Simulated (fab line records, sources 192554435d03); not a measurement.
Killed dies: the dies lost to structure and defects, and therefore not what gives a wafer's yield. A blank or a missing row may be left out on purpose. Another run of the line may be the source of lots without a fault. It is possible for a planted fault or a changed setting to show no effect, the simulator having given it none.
A struck lot beside a sound one    flow n5Finfet    33 out of 1938 route steps
Sound: wafers L299.1, L299.2, L299.6. Wafers struck: L296.1, L296.4, L296.5. Last of all comes the cause.
Each step with rows lists, per side, the tool, then ch with its chambers, then its first start. Under that, the readings that differ: sound wafers    struck wafers    difference of the means    sigmas: that difference in standard deviations of wafers without a fault.
alike: a reading whose means differ by less than 2 such deviations, as well as words and numbers matching on both sides. not compared: withheld readings; readings where some wafer has no value; bounds like >300 that might hide an equal value; numbers whose values overlap and for which the record gives no deviation.
The two part at a step that has a row with sigmas, a row that says differs or no value, or rows on one side only. Numbers that don't overlap but have no deviation are shown without sigmas and don't part them. A reading missing from all wafers of one side parts the sides only when that side holds two or more wafers.

first, 10 steps without rows for these wafers: N5_SD_EPI_P_PRECLEAN_51 (cleans in NF3:NH3, afs cycles 1, time 20 s, sublimation time 60 s); N5_SD_EPI_P_VAPOR_ETCH_44 (etches SiGe30 in NF3/Ar, time 3.3 s); N5_SD_EPI_P_EPI_21 (deposits SiGe:B, time 355 s); N5_SD_EPI_P_HM_STRIP_48 (strips SiNx in H3PO4, material SiNx, target depth 3 nm); N5_SD_EPI_P_SRD_49 (time 30 s); N5_SD_EPI_P_PRECLEAN_24 (cleans in O3/DIW, time 45 s); N5_SD_EPI_P_PRECLEAN_32 (cleans in dHF, time 10 s); N5_SD_EPI_P_PRECLEAN_33 (cleans in SC2, time 45 s); N5_SD_EPI_P_SRD_25 (time 30 s); N5_SD_ACTIVATION_RTA_00 (time 0 s).
N5_SD_ACTIVATION_LSA_01: time 0.0008 s.
  sound on laserAnneal-02 ch 0, day 8 04:21; struck on laserAnneal-01 ch 0, day 7 09:34
reading           sound                 struck                difference  sigmas
wafer_temp_C_max  1087.5 1084.2 1083.4  1058.5 1056.7 1056.9  -27.7       -11
N5_SD_ACTIVATION_RS_MEAS_03: uses a four-point probe to measure.
  sound: filmMetro-02 at day 8 04:33; struck: filmMetro-01 at day 7 09:47
reading           sound           struck          difference  sigmas
RS_SD_N (ohm/sq)  21.6 22.1 21.8  25.3 25.4 25.1  +3.4        +11
RS_SD_P (ohm/sq)  55.7 55.4 56.2  58.3 58.2 58.1  +2.4        +3
then, 19 steps without rows for these wafers: N5_ILD0_LINER_00 (material SiNx, target thk 4 nm, pulse time 1 s, purge time 2 s); N5_ILD0_FCVD_FILL_01 (material SiO2 flowable, target thk 200 nm, time 328.3 s); N5_ILD0_CURE_02 (time 1800 s); N5_ILD0_CMP_03 (polishes, stops on SiNx, t overpolish 1.9 s, target thk 197.38 nm); N5_ILD0_CMP_07 (polishes SiO2 flowable, stops on poly-Si, t overpolish 1.18 s, target thk 138.88 nm); N5_ILD0_PRECLEAN_10 (cleans in NF3:NH3, afs cycles 5, time 20 s, sublimation time 60 s); N5_ILD0_ALD_15 (deposits SiNx, target thk 24 nm, pulse time 1 s, ald cycles 480); N5_ILD0_CMP_12 (polishes SiNx, stops on poly-Si, t overpolish 6 s, target thk 17.67 nm); N5_SDB_HM_DEP_00 (deposits SiNx from SiH4/NH3/N2, target thk 40 nm, time 35.3 s); N5_SDB_COAT_03 (time 60 s, resist thk 100 nm); N5_SDB_COAT_04 (time 60 s, resist thk 18 nm); N5_SDB_COAT_05 (resist thk 90 nm); N5_SDB_EBR_07; N5_SDB_SOFTBAKE_06 (time 60 s); N5_SDB_EXPOSE_08 (exposes mask SDB); N5_SDB_PEB_09 (peb time 60 s); N5_SDB_DEVELOP_10 (develop time 30 s); N5_SDB_DESCUM_16 (chemistry O2, time 7.9 s); N5_SDB_ETCH_17 (etches SiARC in CF4, target depth 23.4 nm, time 39 s).
-- the record jumps here: 7 days lie between the struck wafers' starts before and after (it left off in module SDB and takes up again in module BEOL_M4, whose first step shown is number 1111 of the route) --
N5_BEOL_M4_RC_MEAS_101:
  sound on prober-01 ch 0, day 14 17:59; struck on prober-01 ch 0, day 14 05:01
reading              sound           struck          difference  sigmas
RC_DENSE_N (ohm.um)  18.9 19.1 19.4  22.0 21.8 21.8  +2.7        +7
RC_N (ohm.um)        15.4 15.4 15.6  17.8 18.0 17.7  +2.4        +8
REXT_N (ohm.um)      75.4 75.6 75.8  81.8 80.8 80.9  +5.6        +4
RS_SD_N (ohm/sq)     28.1 28.6 28.0  31.8 31.7 31.6  +3.5        +8
  alike: DIBL_N, DIBL_P, IOFF_N, IOFF_P, ION_N, ION_P, SS_N, SS_P, VT_N, VT_P
then, 1 step without rows for these wafers: N5_PASSIVATION_PROBE_49.

## WHERE THEY PART
At N5_SD_ACTIVATION_LSA_01 first; at N5_BEOL_M4_RC_MEAS_101 last (within this record only).

WHY: whatever the simulator had introduced
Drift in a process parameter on laserAnneal-01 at N5_SD_ACTIVATION_LSA_01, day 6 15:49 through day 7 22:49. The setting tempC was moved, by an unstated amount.
